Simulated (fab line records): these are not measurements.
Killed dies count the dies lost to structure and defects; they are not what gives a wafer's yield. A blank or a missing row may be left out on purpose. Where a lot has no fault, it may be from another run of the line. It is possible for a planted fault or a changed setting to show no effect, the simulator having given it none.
Chamber matching :: flow nand-harc :: NHARC_A_CHANNEL_FILL_D1_CMP_10 on cmp-03 has 4 sister chambers
The step polishes, target thk 150 nm. 18 wafers are shown with their chamber, then 8 later ones without.

EACH WAFER AND ITS CHAMBER
wafer: L625.1
chamber: 0
motor-current-A (A): 10.9
time-to-endpoint-s (s): 12
slurry-flow-ml-min: 150.7

wafer: L625.3
chamber: 1
motor-current-A (A): 13.3
time-to-endpoint-s (s): 17
slurry-flow-ml-min: 149.3

wafer: L625.4
chamber: 2
motor-current-A (A): 12.2
time-to-endpoint-s (s): 17
slurry-flow-ml-min: 149.9

wafer: L626.2
chamber: 0
motor-current-A (A): 9.9
time-to-endpoint-s (s): 16
slurry-flow-ml-min: 149.5

wafer: L626.4
chamber: 2
motor-current-A (A): 11.2
time-to-endpoint-s (s): 15
slurry-flow-ml-min: 149.8

wafer: L626.6
chamber: 3
motor-current-A (A): 12.1
time-to-endpoint-s (s): 14
slurry-flow-ml-min: 149.9

wafer: L628.1
chamber: 0
motor-current-A (A): 10.9
time-to-endpoint-s (s): 11
slurry-flow-ml-min: 150.5

wafer: L628.2
chamber: 2
motor-current-A (A): 12.1
time-to-endpoint-s (s): 15
slurry-flow-ml-min: 148.4

wafer: L628.6
chamber: 1
motor-current-A (A): 13.3
time-to-endpoint-s (s): 17
slurry-flow-ml-min: 150.0

wafer: L631.1
chamber: 3
motor-current-A (A): 12.7
time-to-endpoint-s (s): 14
slurry-flow-ml-min: 150.4

wafer: L631.3
chamber: 0
motor-current-A (A): 10.5
time-to-endpoint-s (s): 16
slurry-flow-ml-min: 149.5

wafer: L631.4
chamber: 2
motor-current-A (A): 11.6
time-to-endpoint-s (s): 16
slurry-flow-ml-min: 149.3

wafer: L633.1
chamber: 1
motor-current-A (A): 12.7
time-to-endpoint-s (s): 18
slurry-flow-ml-min: 149.6

wafer: L633.3
chamber: 3
motor-current-A (A): 12.0
time-to-endpoint-s (s): 15
slurry-flow-ml-min: 150.0

wafer: L633.4
chamber: 2
motor-current-A (A): 12.3
time-to-endpoint-s (s): 20
slurry-flow-ml-min: 149.9

wafer: L637.3
chamber: 3
motor-current-A (A): 12.7
time-to-endpoint-s (s): 15
slurry-flow-ml-min: 150.8

wafer: L637.4
chamber: 0
motor-current-A (A): 10.7
time-to-endpoint-s (s): 13
slurry-flow-ml-min: 149.3

wafer: L637.6
chamber: 2
motor-current-A (A): 11.8
time-to-endpoint-s (s): 15
slurry-flow-ml-min: 149.2

SIGNATURES (averages over the wafers above)
reading: motor-current-A
chamber 0: 10.580
chamber 1: 13.100
chamber 2: 11.867
chamber 3: 12.375
scatter within a chamber: 0.399

reading: time-to-endpoint-s
chamber 0: 13.60
chamber 1: 17.33
chamber 2: 16.33
chamber 3: 14.50
scatter within a chamber: 1.74

reading: slurry-flow-ml-min
chamber 0: 149.900
chamber 1: 149.633
chamber 2: 149.417
chamber 3: 150.275
scatter within a chamber: 0.544
Rule: distance of a wafer from a chamber = root of the sum over the readings of ((wafer's reading minus chamber's mean) / reading's scatter) squared. The wafer belongs to the nearest chamber; if the next one is less than 2 further off, it can't be placed. The scatter is the square root of a quotient: the sum, over the shown wafers, of each reading's squared deviation from its chamber's mean, divided by wafers minus chambers.

WAFERS WITHOUT THEIR CHAMBER
wafer: L636.1
motor-current-A (A): 12.2
time-to-endpoint-s (s): 19
slurry-flow-ml-min: 150.4

wafer: L636.3
motor-current-A (A): 11.8
time-to-endpoint-s (s): 17
slurry-flow-ml-min: 149.7

wafer: L644.1
motor-current-A (A): 13.4
time-to-endpoint-s (s): 18
slurry-flow-ml-min: 150.5

wafer: L644.3
motor-current-A (A): 10.6
time-to-endpoint-s (s): 11
slurry-flow-ml-min: 150.2

wafer: L644.5
motor-current-A (A): 11.7
time-to-endpoint-s (s): 14
slurry-flow-ml-min: 149.9

wafer: L645.1
motor-current-A (A): 10.2
time-to-endpoint-s (s): 11
slurry-flow-ml-min: 150.4

wafer: L645.2
motor-current-A (A): 12.0
time-to-endpoint-s (s): 9
slurry-flow-ml-min: 150.6

wafer: L645.4
motor-current-A (A): 13.5
time-to-endpoint-s (s): 16
slurry-flow-ml-min: 149.5

CHAMBER TAKEN BY EACH
wafer: L636.1
from the rows above: can't be placed: 2 or 3 or 1
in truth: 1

wafer: L636.3
from the rows above: can't be placed: 2 or 3
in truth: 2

wafer: L644.1
from the rows above: can't be placed: 1 or 3
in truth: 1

wafer: L644.3
from the rows above: 0
in truth: 0

wafer: L644.5
from the rows above: can't be placed: 2 or 3 or 0
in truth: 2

wafer: L645.1
from the rows above: 0
in truth: 0

wafer: L645.2
from the rows above: can't be placed: 3 or 0 or 2
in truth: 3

wafer: L645.4
from the rows above: can't be placed: 1 or 3
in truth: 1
Correctly placed: 2 of 8. From these rows, 6 cannot be placed; in 6 the true chamber is one of the candidates. Placed wrongly: 0.
